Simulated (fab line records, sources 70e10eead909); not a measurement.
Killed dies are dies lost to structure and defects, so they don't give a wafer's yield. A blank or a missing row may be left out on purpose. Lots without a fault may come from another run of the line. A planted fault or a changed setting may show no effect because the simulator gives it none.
A struck lot beside a sound one | flow nand_harc | 17 steps out of a route of 1302
Sound: wafers L849.3, L849.5, L849.6. Struck: wafers L857.1, L857.2, L857.3. The cause comes at the end.
At each step with rows: each side's tool, then ch and its chambers, then its first start. Under that, the readings that differ: sound wafers | struck wafers | difference of the means | sigmas: that difference in standard deviations of wafers without a fault.
alike: readings whose means differ by less than 2 such deviations, and words and numbers that are the same on both sides. not compared: withheld readings, readings that some wafer has no value for, bounds like >300 that may hide the same value, and numbers for which the record gives no deviation and whose values overlap.
The two part at a step that has a row with sigmas, a row that says differs or no value, or rows on one side only. Numbers that don't overlap but have no deviation are shown without sigmas and don't part them. A reading that every wafer of one side lacks parts them only if that side has two wafers or more.

NHARC_A_M0_OVL_MEAS_10: pitch 160 nm.
  sound on overlay-01, day 24 05:05; struck on overlay-02, day 27 18:16
  alike: overlay_x_nm, overlay_y_nm
NHARC_A_M0_INSPECT_11:
  sound on defect_inspect-02, day 24 05:08; struck on defect_inspect-02, day 27 18:18
  alike: raw_defect_count
then, 1 step without rows for these wafers: NHARC_A_M0_DESCUM_14 (chemistry O2, time 3 s).
NHARC_A_M0_ETCH_34: etches the open film in N2/H2, target depth 40 nm, overetch 12 nm, time 43.94 s.
  sound on rie_diel-09 ch 0,1,2, day 24 05:17; struck on rie_diel-09 ch 0,2,3, day 27 18:26
  alike: drypump_motor_current_A, oes_product_au, rf_vpp_V, showerhead_plenum_p_Torr, throttle_valve_pct
  not compared: rf_hours_counter_h
then, 1 step without rows for these wafers: NHARC_A_M0_ETCH_15 (etches the open film in C4F8/Ar, target depth 150 nm, overetch 15 nm, time 82.5 s).
NHARC_A_M0_CD_MEAS_16:
  sound on cd_sem-02, day 24 05:29; struck on cd_sem-02, day 27 18:39
  alike: cd_nm
then, 2 steps without rows for these wafers: NHARC_A_M0_STRIP_18 (strips in N2/H2); NHARC_A_M0_STRIP_19 (strips in post etch residue remover, time 600 s).
NHARC_A_M0_DEGAS_28: time 60 s.
  sound on pvd_sputter-01, day 24 06:06; struck on pvd_sputter-03, day 27 19:19
  alike: heater_power_w
NHARC_A_M0_PRE_CLEAN_29: time 30 s.
  sound on pvd_sputter-01; struck on pvd_sputter-03
  reading            | sound       | struck      | difference | sigmas
  heater_power_w (W) | 509 529 461 | 423 415 399 | -87        | -3
then, 1 step without rows for these wafers: NHARC_A_M0_PVD_20 (deposits TaN, target thk 5 nm, time 8.06 s).
NHARC_A_M0_PVD_21: deposits Cu, target thk 30 nm, time 20.49 s.
  sound on pvd_sputter-01; struck on pvd_sputter-03
  alike: throttle_valve_pct
NHARC_A_M0_ECD_22: material Cu, target thk 400 nm.
  sound on ecd_cu-01 ch 0,1, day 24 06:37; struck on ecd_cu-02 ch 0,1, day 27 19:40
  no value came back on the struck wafers for bath_heat_duty_pct (%), bath_temp_c (C); on the sound wafers bath_heat_duty_pct (%) reads 5.0 6.1 5.5
NHARC_A_M0_ANNEAL_30: time 90 s.
  sound on rtp_anneal-02 ch 0, day 24 06:57; struck on rtp_anneal-01 ch 0, day 27 20:02
  alike: anneal_temp_c, anneal_temp_c_max, wafer_temp_C_max
NHARC_A_M0_CMP_23: polishes, t overpolish 20 s, target thk 113.75 nm.
  sound on cmp-03 ch 0,1,3, day 24 07:15; struck on cmp-04 ch 0,1,2, day 27 20:26
  reading                | sound          | struck      | difference | sigmas
  time_to_endpoint_s (s) | 28.7 27.9 27.2 | 0.0 2.4 1.6 | -26.6      | -15
  alike: motor_current_A
NHARC_A_M0_THK_MEAS_24: measures by xrf.
  sound on film_metro-02, day 24 07:31; struck on film_metro-01, day 27 20:44
  reading     | sound             | struck         | difference | sigmas
  thk_nm (nm) | 114.6 112.9 111.2 | 30.8 28.8 30.6 | -82.8      | -55
then, 1 step without rows for these wafers: NHARC_A_M0_SRD_25.

WHERE THEY PART
First at NHARC_A_M0_PRE_CLEAN_29; last, within this record, at NHARC_A_M0_THK_MEAS_24.

WHY: what the simulator had put in
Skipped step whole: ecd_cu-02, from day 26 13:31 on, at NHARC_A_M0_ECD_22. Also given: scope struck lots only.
